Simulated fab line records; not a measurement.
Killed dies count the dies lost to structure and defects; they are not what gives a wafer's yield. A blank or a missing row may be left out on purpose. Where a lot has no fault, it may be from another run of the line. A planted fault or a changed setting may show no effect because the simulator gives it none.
Which of the tools did it?	flow n5-finfet	15 lots, 45 wafers sampled, at 1 step of a route of 1938

## WHAT THE GAUGES SHOWED, per wafer
N5_HKMG_FIN_THK_MEAS_70: measures by xrf.
lot	measured	on	HK_THK (nm)
L287	day 4 17:15	film-metro-02	1.638 1.576 1.621
L289	day 5 01:09	film-metro-01	1.599 1.596 1.574
L288	day 5 04:42	film-metro-01	1.585 1.589 1.595
L291	day 5 16:28	film-metro-02	1.617 1.649 1.635
L290	day 5 17:06	film-metro-01	1.596 1.620 1.601
L294	day 6 05:59	film-metro-02	1.631 1.594 1.612
L296	day 6 22:42	film-metro-01	1.594 1.593 1.597
L299	day 7 19:00	film-metro-01	1.583 1.590 1.604
L300	day 8 02:49	film-metro-02	1.650 1.593 1.608
L301	day 8 03:56	film-metro-01	1.597 1.609 1.569
L302	day 8 07:31	film-metro-01	1.601 1.582 1.608
L304	day 9 00:52	film-metro-02	1.580 1.611 1.575
L306	day 9 11:01	film-metro-02	1.626 1.587 1.567
L307	day 9 16:05	film-metro-02	1.620 1.609 1.655
L308	day 9 20:29	film-metro-02	1.585 1.617 1.625

## EACH LOT AND THE TOOL THAT RAN IT (in order: tool; ch and the chambers of the sampled wafers; start)
Before these readings, the record contains no process step.

## WHAT THE TOOLS THEMSELVES READ (means of the sampled wafers that have a number; where no wafer has one, the mark that the record gives instead)
The record holds no such reading with a usual standard deviation.

## THE ANSWER, worked out from the rows above alone
Rule: usual is defined by the lots themselves. The widest of any qualifying gaps counts: lots, ordered by their means at a reading, are off when they make up no more than a third of the lots, leave a main group of 4 or more, and stand apart from it by 3 or more times the standard deviation of that group's means. The tables above print the reading to a certain number of digits; a main group whose means all agree to those digits is not used. Also off: a lot with no number at a reading for which 4 or more lots have one. All remaining lots with rows at the step are treated as sound. Order of review: gauges by route order, followed by the tools' own readings, for which a lot's mean as printed above is used. The first step at which some lot is off is used, and at that step the reading that is off furthest; a lot without a number counts as furthest.
Across all readings shown, no lot is off: no conclusion can be drawn from this.

## WHAT THE SIMULATOR PUT IN
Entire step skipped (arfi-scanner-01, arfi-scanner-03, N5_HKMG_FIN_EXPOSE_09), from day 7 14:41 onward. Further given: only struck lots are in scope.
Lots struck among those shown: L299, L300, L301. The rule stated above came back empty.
